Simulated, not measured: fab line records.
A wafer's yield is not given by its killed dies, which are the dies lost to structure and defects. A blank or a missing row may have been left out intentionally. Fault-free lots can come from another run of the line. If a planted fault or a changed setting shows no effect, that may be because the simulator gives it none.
fab line records || flow n5-finfet
record {"lots": 7, "wafers": 39}
route steps=1938 shown BEOL_M10@1524
start-h: the number of hours between the record's first day and the start of the first shown wafer of the lot || wait-h: how many hours have passed since the lot's step before this one || " repeats the value in the row above || L1.1+2: a row that stands for several wafers || - no value, or no start given || * or withheld: withheld || < > ~ a bound
route shown NAME@n: a module of which the file shows steps, and the number in the route of the first || usual: mean/standard deviation of fault-free wafers || same: alike in all rows || chamber/n: place in a boat || sites: each site's reading || _std_site: how widely they spread, as a standard deviation || _edge_site: outer sites' mean less inner sites' || radius-mm: for every site, how far away it sits from the centre of the wafer || mask NAME#n: copy n || behind: tool/chamber where the wafer was last shaped || hold: the reason the lot was held/the length of the hold in hours/how it ended || device: names the non-switching transistor (n, p or np) || end of line: the tests these same wafers got at the end of their route || a step with no rows: only its recipe || killed: dies that structure and defects cost at the first sort, which is not the same as the wafer's yield || map: per-die view of a wafer (x killed, . not killed, _ where there is no die)
set.NAME: setting as actually run; set.NAME@STEP: the setting as run at that earlier step || model.NAME: the simulator's own value behind a step, which no gauge read
lots where settings were altered on purpose, with a table for each step and a row for each wafer
## steps
# step N5_BEOL_M10_ALD_74
# recipe {"material": "TaN", "target-thk-a": 20, "temp-c": 275, "ald-precursor-family": "PDMAT", "ald-co-reactant": "NH3", "pressure-torr": 3, "carrier-flow-sccm": 1500, "pulse-time-s": 2, "purge-time-s": 3, "co-reactant-purge-time-s": 2, "co-reactant-pulse-time-s": 3, "ald-cycles": 40, "precursor-vessel-temp-c": 75, "precursor-vessel-pressure-torr": 26.25, "precursor-vessel-carrier-sccm": 1000}
{"lot.wafer": "L075.1+4+6", "tool": "ald-metal-02", "chamber": "2,1,1", "start-h": 219.84, "wait-h": 0.1, "set.ald-cycles": 62, "model.TaN_of_BEOL_M10_ALD_74.thk-nm": 3.2}
{"lot.wafer": "L075.2+3+5", "tool": "ald-metal-02", "chamber": "0,3,0", "start-h": 219.84, "wait-h": 0.1, "set.ald-cycles": 40, "model.TaN_of_BEOL_M10_ALD_74.thk-nm": 2}
{"lot.wafer": "L078.1+2+4", "tool": "ald-metal-03", "chamber": "0,2,3", "start-h": 246.65, "wait-h": 0.2, "set.ald-cycles": 40, "model.TaN_of_BEOL_M10_ALD_74.thk-nm": 2}
{"lot.wafer": "L089.1+2+3+4+5+6", "tool": "ald-metal-03", "chamber": "3,1,0,2,1,2", "start-h": 311.83, "wait-h": 0.0, "set.ald-cycles": 40, "model.TaN_of_BEOL_M10_ALD_74.thk-nm": 2}
{"lot.wafer": "L087.1+2+3", "tool": "ald-metal-02", "chamber": "2,1,3", "start-h": 312.21, "wait-h": 0.0, "set.ald-cycles": 56, "model.TaN_of_BEOL_M10_ALD_74.thk-nm": 2.8}
{"lot.wafer": "L087.4+5+6", "tool": "ald-metal-02", "chamber": "3,1,2", "start-h": 312.21, "wait-h": 0.0, "set.ald-cycles": 40, "model.TaN_of_BEOL_M10_ALD_74.thk-nm": 2}
{"lot.wafer": "L088.1+3+5", "tool": "ald-metal-02", "chamber": "3,2,1", "start-h": 315.19, "wait-h": 0.0, "set.ald-cycles": 40, "model.TaN_of_BEOL_M10_ALD_74.thk-nm": 2}
{"lot.wafer": "L088.2+4", "tool": "ald-metal-02", "chamber": "1,3", "start-h": 315.19, "wait-h": 0.0, "set.ald-cycles": 58, "model.TaN_of_BEOL_M10_ALD_74.thk-nm": 3}
{"lot.wafer": "L088.6", "tool": "ald-metal-02", "chamber": 2, "start-h": 315.19, "wait-h": 0.0, "set.ald-cycles": 58, "model.TaN_of_BEOL_M10_ALD_74.thk-nm": 2.8}
{"lot.wafer": "L091.1+5+6", "tool": "ald-metal-03", "chamber": "0,3,2", "start-h": 336.31, "wait-h": 0.0, "set.ald-cycles": 54, "model.TaN_of_BEOL_M10_ALD_74.thk-nm": 2.6}
{"lot.wafer": "L091.2+3+4", "tool": "ald-metal-03", "chamber": "3,2,0", "start-h": 336.31, "wait-h": 0.0, "set.ald-cycles": 40, "model.TaN_of_BEOL_M10_ALD_74.thk-nm": 2}
{"lot.wafer": "L095.1+4", "tool": "ald-metal-03", "chamber": "2,0", "start-h": 354.64, "wait-h": 0.0, "set.ald-cycles": 54, "model.TaN_of_BEOL_M10_ALD_74.thk-nm": 2.6}
{"lot.wafer": "L095.2+5+6", "tool": "ald-metal-03", "chamber": "3,0,1", "start-h": 354.64, "wait-h": 0.0, "set.ald-cycles": 40, "model.TaN_of_BEOL_M10_ALD_74.thk-nm": 2}
{"lot.wafer": "L095.3", "tool": "ald-metal-03", "chamber": 1, "start-h": 354.64, "wait-h": 0.0, "set.ald-cycles": 54, "model.TaN_of_BEOL_M10_ALD_74.thk-nm": 2.8}
## key
split {"step": "N5_BEOL_M10_ALD_74", "setting": "ald-cycles", "stated": 40, "by": "wafer"}
response {"step": "N5_BEOL_M10_ALD_74", "reading": "model.TaN_of_BEOL_M10_ALD_74.thk-nm", "change": "+0.0203", "per": "1%", "r": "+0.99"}
